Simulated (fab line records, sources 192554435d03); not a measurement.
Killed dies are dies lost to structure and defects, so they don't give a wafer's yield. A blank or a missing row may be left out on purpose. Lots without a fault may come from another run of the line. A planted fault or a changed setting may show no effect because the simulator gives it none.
One fault seen from 2 desks | flow n5_finfet | each desk has only its own numbers; what lay behind them comes last

THE DEFECT DESK
What the inspections along the route counted, lot by lot: means of the sampled wafers that have a number. A lot is out of limits, marked OUT, if its mean lies more than 4 standard deviations from the usual mean; the brackets give that distance.
Columns: A = raw_defect_count at N5_BEOL_M11_INSPECT_13, usual 433
lot  | first seen here | A
L821 | day 10 10:26    | 305
L822 | day 10 22:27    | 374
L823 | day 11 02:14    | 463
L826 | day 11 22:56    | 357
L831 | day 12 06:02    | 381
L837 | day 14 07:31    | 374
L839 | day 14 18:49    | 621
L840 | day 15 04:45    | 502
L843 | day 15 21:34    | 556
L844 | day 16 01:46    | 388
This desk's finding: nothing out of limits on any of the 10 lots.

THE TOOL OWNER'S DESK: litho_track-04
The tool's own readings at N5_BEOL_M11_COAT_63 (time 60 s, resist thk 100 nm): means of the sampled wafers that have a number, for each lot that ran on this tool. A lot is out of limits, marked OUT, if its mean lies more than 4 standard deviations from the usual mean; the brackets give that distance.
Columns: A = plate_temp_C at N5_BEOL_M11_COAT_63, usual 250.01 C; B = spin_speed_rpm at N5_BEOL_M11_COAT_63, usual 1499.9 rpm
lot  | first seen here | A      | B
L823 | day 11 03:51    | 249.94 | 1498.4
L831 | day 12 07:52    | 249.96 | 1499.7
L837 | day 14 08:46    | 249.79 | 1260.5 (-99 or more) OUT
L839 | day 14 19:26    | 249.95 | 1258.6 (-99 or more) OUT
This desk's finding: out of limits on L837, L839; first on L837, day 14 08:46 (spin_speed_rpm at N5_BEOL_M11_COAT_63). In limits: L823, L831.

PUT TOGETHER
The tool owner's desk could have raised an alarm at day 14 08:46, on L837, L839.
The defect desk saw nothing out of limits.
The defect desk has L837, L839 on record, within its limits.
Of the lots named, all ran N5_BEOL_M11_COAT_63 on litho_track-04.

WHAT THE SIMULATOR HAD PUT IN
Process parameter drift: litho_track-04, from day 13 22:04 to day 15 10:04, at N5_BEOL_M11_COAT_63. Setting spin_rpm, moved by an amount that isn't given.
Lots struck among those shown: L837, L839.
Hours from the fault's start to each desk's first reading out of limits: the tool owner's desk, 11.
